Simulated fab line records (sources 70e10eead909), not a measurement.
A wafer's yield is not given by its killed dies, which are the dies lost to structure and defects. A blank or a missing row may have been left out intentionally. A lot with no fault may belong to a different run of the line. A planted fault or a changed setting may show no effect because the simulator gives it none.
Code-filled problem report in 8D (eight disciplines) form	flow nand-harc	the parts of the form that need people (team, actions taken, sign-off) are left out

== 1. THE PROBLEM ==
thk-nm at NHARC_A_SGD_CUT_THK_MEAS_22 reads a mean of 137.4 nm on 3 wafers of 3 lots; wafers without a fault read 147.9 nm with a standard deviation of 1.4. Relative to the usual mean, that is a shift of -7.5 standard deviations.
The step: measures by ellipsometry.
Earliest sighting: wafer L695.3 on film-metro-02 at day 22 11:22. The record has a number at this step for 35 wafers belonging to 12 lots. By rule, "out" or "out of limits" means more than 4 standard deviations away from the usual mean. All remaining wafers that have a number are taken as sound.

== 2. WHAT THIS IS AND IS NOT ==
question	is	is not
which readings at this step	thk-nm	-
which lots	L694, L695, L696	L690, L704, L705, L706, L707, L708, L709, L710, L711
which wafers of those lots	L694.4, L695.3, L696.3	L694.1, L694.2, L695.5, L695.6, L696.6
read on which gauges	film-metro-01, film-metro-02	-
when	from day 22 11:22	up to then (5 sound wafers); but 27 sound wafers of L694, L696, L704, L705, L706, L707, L708, L709, L710, L711 came after

== 3. THE SUSPECTS, EACH WITH WHAT RULES IT OUT ==
Counting: if a tool at a process step up to the reading ran every lot that is out, it stays a suspect. Sound lots after the first of them don't rule it out here, since some wafers of a struck lot are sound.
- the gauge at NHARC_A_SGD_CUT_THK_MEAS_22 has been ruled out. The wafers that are out were read on 2 gauges (film-metro-01, film-metro-02).
- fcvd-02 at NHARC_A_SGD_CUT_DEP_20 (deposits SiO2, target thk 150 nm): kept. Every lot that is out went through it, the first being L695 (day 22 06:25); the last sound lot it ran before that was L690 (day 19 09:22).
Left after counting: fcvd-02 at NHARC_A_SGD_CUT_DEP_20.

== 4. THE CAUSE (what the simulator had put in) ==
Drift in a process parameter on fcvd-02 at NHARC_A_SGD_CUT_DEP_20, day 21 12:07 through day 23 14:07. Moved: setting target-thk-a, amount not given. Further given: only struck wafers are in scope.
Counting left only this tool.

== 5. THE EFFECT CHAIN, in route order ==
Each row: a reading whose mean over the struck wafers that have a number lies more than 3 standard deviations from the usual. Readings are gone through only where the record gives a usual standard deviation; hours: the median, over the lots, of the time from a lot's start at the first step in this table giving one to that lot's start at this step; sigmas: the change measured in usual standard deviations.
hours	step	reading	usual	on struck wafers	change	sigmas
0	NHARC_A_SGD_CUT_THK_MEAS_22	thk-nm	147.9 nm	137.4	-10.5	-7.5

== 6. WHAT WOULD HAVE CAUGHT IT SOONER ==
Counted from the fault's start at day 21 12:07, it took 23 hours until the first out-of-limits reading at a measuring or inspecting step in this record, taken at day 22 11:22.
L694, L696, from the lots that are out (3), started NHARC_A_SGD_CUT_DEP_20 on fcvd-02 later than day 22 11:22. A hold on the tool at that time would have spared those 2.
